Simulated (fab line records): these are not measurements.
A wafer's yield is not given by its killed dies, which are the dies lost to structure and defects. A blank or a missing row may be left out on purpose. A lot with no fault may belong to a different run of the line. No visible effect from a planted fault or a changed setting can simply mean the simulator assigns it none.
One fault through the eyes of 2 desks	flow n5-finfet	every desk sees just its own numbers, and what lay behind them comes last

== METROLOGY DESK ==
What the gauges read for every lot (on any tool): the sampled wafers with a number, averaged. The brackets show how far a lot's mean lies from the usual mean; more than 4 standard deviations puts the lot out of limits, marked OUT. Readings shown: 7 of its 10, picked as those furthest out on some lot.
Columns: A = DIBL_P at N5_BEOL_M4_RC_MEAS_101, usual 36 mV/V; B = IOFF_N at N5_BEOL_M4_RC_MEAS_101, usual 0.16 nA/um; C = IOFF_P at N5_BEOL_M4_RC_MEAS_101, usual 0.20 nA/um; D = ION_N at N5_BEOL_M4_RC_MEAS_101, usual 676 uA/um; E = SS_N at N5_BEOL_M4_RC_MEAS_101, usual 71.6 mV/dec; F = SS_P at N5_BEOL_M4_RC_MEAS_101, usual 73.2 mV/dec; G = VT_N at N5_BEOL_M4_RC_MEAS_101, usual 251 mV
lot	first seen here	A	B	C	D	E	F	G
L952	day 10 15:50	35	0.14	0.16	678	71.5	73.7	254
L959	day 12 06:14	32	0.12	0.14	667	71.2	72.9	256
L960	day 12 07:17	38	0.21	0.23	700	72.7	73.5	246
L964	day 13 11:53	32	0.10	0.14	664	70.9	72.9	256
L966	day 13 20:47	37	0.20	0.24	677	72.6	74.5	247
This desk found nothing out of limits on any of the 5 lots.

== TOOL OWNER'S DESK, rie-si-03 ==
The tool's own readings at N5_BEOL_M0_SAQP_MANDREL_ETCH_20 (etches a-Si in HBr/Cl2, stops on SiNx, target depth 60 nm, bt time 10 s, time 30 s): means of the sampled wafers that have a number, for each lot that ran on this tool. The brackets show how far a lot's mean lies from the usual mean; more than 4 standard deviations puts the lot out of limits, marked OUT.
Columns: A = HBr_flow_sccm at N5_BEOL_M0_SAQP_MANDREL_ETCH_20, usual 150.0 sccm; B = bias-w at N5_BEOL_M0_SAQP_MANDREL_ETCH_20, usual 75.00 W; C = drypump-motor-current-A at N5_BEOL_M0_SAQP_MANDREL_ETCH_20, usual 5.5 A; D = oes-product-au at N5_BEOL_M0_SAQP_MANDREL_ETCH_20, usual 0.768 a.u.; E = throttle-valve-pct at N5_BEOL_M0_SAQP_MANDREL_ETCH_20, usual 35.6 %
lot	first seen here	A	B	C	D	E
L952	day 6 10:50	150.0	75.04	5.5	0.758	35.8
L959	day 8 11:09	149.9	74.90	5.5	0.768	35.9
L960	day 8 12:25	149.1	75.28	5.4	0.782	35.8
L964	day 9 11:42	149.5	75.12	5.2	0.780	36.2
This desk found nothing out of limits on any of the 4 lots.

== ALL TOGETHER ==
The metrology desk saw nothing out of limits.
The desk of the tool owner found nothing out of limits.

== WHAT THE SIMULATOR HAD INSERTED ==
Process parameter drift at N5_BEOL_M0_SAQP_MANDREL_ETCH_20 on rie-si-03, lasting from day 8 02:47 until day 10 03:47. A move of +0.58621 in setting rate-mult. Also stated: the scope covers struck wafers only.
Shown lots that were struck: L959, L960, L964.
